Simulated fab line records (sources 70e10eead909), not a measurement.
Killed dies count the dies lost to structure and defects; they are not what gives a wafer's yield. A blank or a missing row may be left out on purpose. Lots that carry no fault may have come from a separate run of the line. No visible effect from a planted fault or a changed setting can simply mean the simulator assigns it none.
Which tool is to blame?	flow nand-harc	Sampling: 11 lots, 33 wafers, 5 of 1302 route steps

== WHAT THE GAUGES SHOWED, per wafer ==
NHARC_END_SORT_01. Usual: killed-at-array 52, standard deviation 17; killed-at-other 0.8, standard deviation 1.1; killed-at-periphery 3.2, standard deviation 2.2; killed-dies 57, standard deviation 17; killed-open 3.4, standard deviation 1.8; killed-short 2.4, standard deviation 1.6.
lot	measured	on	killed-at-array	killed-at-other	killed-at-periphery	killed-dies	killed-open	killed-short	flag
L591	day 25 23:14	prober-02	85 75 71	3 2 2	1 2 2	89 79 75	3 3 2	2 3 5	
L598	day 28 17:55	prober-02	57 72 54	5 2 0	0 7 5	62 81 59	3 3 6	2 6 3	
L606	day 32 21:12	prober-01	40 38 36	1 0 0	2 1 2	43 39 38	3 0 1	1 7 1	

== WHICH TOOL RAN EACH LOT (tool, then ch and the chambers of the sampled wafers, then the start) ==
lot	NHARC_A_CHANNEL_HOLE_D2_ETCH_22	NHARC_A_CHANNEL_FILL_D2_ETCHBACK_19	NHARC_A_CHANNEL_FILL_D2_STRIP_28	NHARC_A_CHANNEL_FILL_D2_ALD_25
L587	har-etch-01 ch 0,1, day 13 04:26	rie-si-04 ch 0,1,3, day 14 10:57	rie-diel-05 ch 0,1,3, day 14 11:10	ald-hk-04 ch 0,2,3, day 15 00:50
L591	har-etch-01 ch 0,1, day 14 22:12	rie-si-04 ch 0,2,3, day 16 05:49	rie-diel-11 ch 0,2, day 16 06:02	ald-hk-04 ch 1,2,3, day 16 19:10
L593	har-etch-01 ch 0,1, day 15 17:28	rie-si-02 ch 1,2,3, day 16 22:56	rie-diel-05 ch 0,1,2, day 16 23:11	ald-hk-01 ch 0,2,3, day 17 12:05
L595	har-etch-01 ch 0,1, day 16 05:16	rie-si-02 ch 0,3, day 17 12:04	rie-diel-11 ch 1,2, day 17 12:19	ald-hk-01 ch 1,2, day 18 03:22
L597	har-etch-02 ch 0,1, day 17 10:58	rie-si-02 ch 2,3, day 18 18:14	rie-diel-02 ch 0,2,3, day 18 18:28	ald-hk-01 ch 0,3, day 19 10:50
L598	har-etch-01 ch 0,1, day 17 12:36	rie-si-04 ch 0,1,3, day 18 18:14	rie-diel-11 ch 1,2,3, day 18 18:27	ald-hk-01 ch 0,1,3, day 19 06:31
L596	har-etch-02 ch 0, day 17 15:06	rie-si-01 ch 1,2, day 18 18:15	rie-diel-05 ch 0,1, day 18 18:29	ald-hk-03 ch 0,2, day 19 10:24
L604	har-etch-01 ch 0,1, day 20 09:32	rie-si-02 ch 0,1,3, day 21 16:56	rie-diel-02 ch 0,1,3, day 21 17:09	ald-hk-01 ch 0,2,3, day 22 04:35
L606	har-etch-02 ch 0,1, day 21 00:55	rie-si-01 ch 1,2, day 22 06:08	rie-diel-11 ch 0,2,3, day 22 06:22	ald-hk-01 ch 1,3, day 22 19:27
L607	har-etch-02 ch 0,1, day 21 21:53	rie-si-01 ch 0,1,3, day 23 03:26	rie-diel-11 ch 0,1, day 23 03:38	ald-hk-01 ch 0,3, day 23 15:32
L610	har-etch-01 ch 0, day 22 18:13	rie-si-02 ch 1,2,3, day 23 23:14	rie-diel-11 ch 0,2, day 23 23:26	ald-hk-03 ch 0,2, day 24 11:51
- NHARC_A_CHANNEL_HOLE_D2_ETCH_22: etches the open film in C4F8/O2/Ar, time 666.7 s, target depth 1600 nm.
- NHARC_A_CHANNEL_FILL_D2_ETCHBACK_19: etches the open film in HBr/Cl2, target depth 5 nm, time 1.7 s.
- NHARC_A_CHANNEL_FILL_D2_STRIP_28: strips in O2, time 20 s.
- NHARC_A_CHANNEL_FILL_D2_ALD_25: deposits SiOx, target thk 60 nm, pulse time 10 s, ald cycles 600.

== WHAT THE TOOLS THEMSELVES READ (means of the sampled wafers that have a number; where no wafer has one, the mark that the record gives instead) ==
NHARC_A_CHANNEL_HOLE_D2_ETCH_22. Usual: drypump-motor-current-A 5.8 A, standard deviation 0.31; showerhead-plenum-p-Torr 3.68 Torr, standard deviation 0.12; temp-c -20.01 C, standard deviation 0.11; throttle-valve-pct 32.155 %, standard deviation 0.008.
lot	tool	drypump-motor-current-A (A)	showerhead-plenum-p-Torr (Torr)	temp-c (C)	throttle-valve-pct (%)	flag
L587	har-etch-01	5.9	3.68	-20.02	32.157	
L591	har-etch-01	5.6	3.64	-19.93	32.156	
L593	har-etch-01	5.7	3.64	-19.96	32.151	
L595	har-etch-01	5.6	3.64	-20.00	32.152	
L597	har-etch-02	5.8	3.85	-20.02	32.149	
L598	har-etch-01	5.9	3.65	-20.03	32.148	
L596	har-etch-02	6.2	3.70	-20.06	32.156	
L604	har-etch-01	5.7	3.61	-19.98	32.159	
L606	har-etch-02	6.0	3.75	-19.95	32.153	
L607	har-etch-02	5.9	3.82	-20.01	32.147	
L610	har-etch-01	6.1	3.63	-20.05	32.163	

NHARC_A_CHANNEL_FILL_D2_ETCHBACK_19. Usual: drypump-motor-current-A 5.7 A, standard deviation 0.45; oes-product-au 1.000 a.u., standard deviation 0.0071; throttle-valve-pct 26.406 %, standard deviation 0.0091.
lot	tool	drypump-motor-current-A (A)	oes-product-au (a.u.)	throttle-valve-pct (%)	flag
L587	rie-si-04	5.4	1.000	26.410	
L591	rie-si-04	5.4	0.999	26.396	
L593	rie-si-02	5.7	0.996	26.413	
L595	rie-si-02	6.2	1.004	26.411	
L597	rie-si-02	5.8	1.000	26.407	
L598	rie-si-04	5.4	1.006	26.403	
L596	rie-si-01	6.0	1.004	26.401	
L604	rie-si-02	6.0	0.992	26.407	
L606	rie-si-01	5.9	1.007	26.407	
L607	rie-si-01	5.6	1.001	26.411	
L610	rie-si-02	5.7	0.995	26.400	

NHARC_A_CHANNEL_FILL_D2_STRIP_28. Usual: drypump-motor-current-A 5.7 A, standard deviation 0.47; oes-product-au 1.000 a.u., standard deviation 0.0069; rf-vpp-V 58.0 V, standard deviation 0.91; showerhead-plenum-p-Torr 3.59 Torr, standard deviation 0.12; throttle-valve-pct 17.037 %, standard deviation 0.01.
lot	tool	drypump-motor-current-A (A)	oes-product-au (a.u.)	rf-vpp-V (V)	showerhead-plenum-p-Torr (Torr)	throttle-valve-pct (%)	flag
L587	rie-diel-05	5.4	0.992	58.6	3.52	17.036	
L591	rie-diel-11	5.5	1.007	57.9	3.64	17.034	
L593	rie-diel-05	5.6	1.001	58.6	3.54	17.031	
L595	rie-diel-11	5.9	1.001	57.4	3.63	17.051	
L597	rie-diel-02	5.8	0.994	58.2	3.58	17.031	
L598	rie-diel-11	5.8	0.991	58.8	3.70	17.032	
L596	rie-diel-05	5.7	0.993	57.8	3.59	17.040	
L604	rie-diel-02	5.6	1.006	57.3	3.53	17.032	
L606	rie-diel-11	5.6	0.996	57.9	3.65	17.034	
L607	rie-diel-11	6.0	0.999	57.7	3.55	17.036	
L610	rie-diel-11	5.5	1.010	58.1	3.63	17.039	

NHARC_A_CHANNEL_FILL_D2_ALD_25. Usual: heater-power-outer-w 269 W, standard deviation 27; heater-power-w 483 W, standard deviation 46; precursor-pulse-height-rel 1.000, standard deviation 0.02.
lot	tool	heater-power-outer-w (W)	heater-power-w (W)	precursor-pulse-height-rel	flag
L587	ald-hk-04	262	484	0.993	
L591	ald-hk-04	253	462	1.006	
L593	ald-hk-01	257	465	1.016	
L595	ald-hk-01	270	486	1.005	
L597	ald-hk-01	254	475	1.009	
L598	ald-hk-01	254	460	0.999	
L596	ald-hk-03	272	466	1.000	
L604	ald-hk-01	265	473	0.984	
L606	ald-hk-01	277	488	0.974	
L607	ald-hk-01	256	479	1.026	
L610	ald-hk-03	270	466	1.000	

== THE ANSWER, worked out from the rows above alone ==
Rule: a lot counts as off when the mean over its wafers that have a number is more than 3 standard deviations away from the usual mean. Also off: a lot with no number at a reading for which 4 or more lots have one. All remaining lots with rows at the step are treated as sound. First the gauges in route order, then the tools' own readings, where a lot's mean is used as printed above. At the first step where some lot is off, the reading lying furthest off is the one used; lots without a number count as furthest.
Nothing can be told from this: no lot is off at any reading shown.

== WHAT WAS PUT IN BY THE SIMULATOR ==
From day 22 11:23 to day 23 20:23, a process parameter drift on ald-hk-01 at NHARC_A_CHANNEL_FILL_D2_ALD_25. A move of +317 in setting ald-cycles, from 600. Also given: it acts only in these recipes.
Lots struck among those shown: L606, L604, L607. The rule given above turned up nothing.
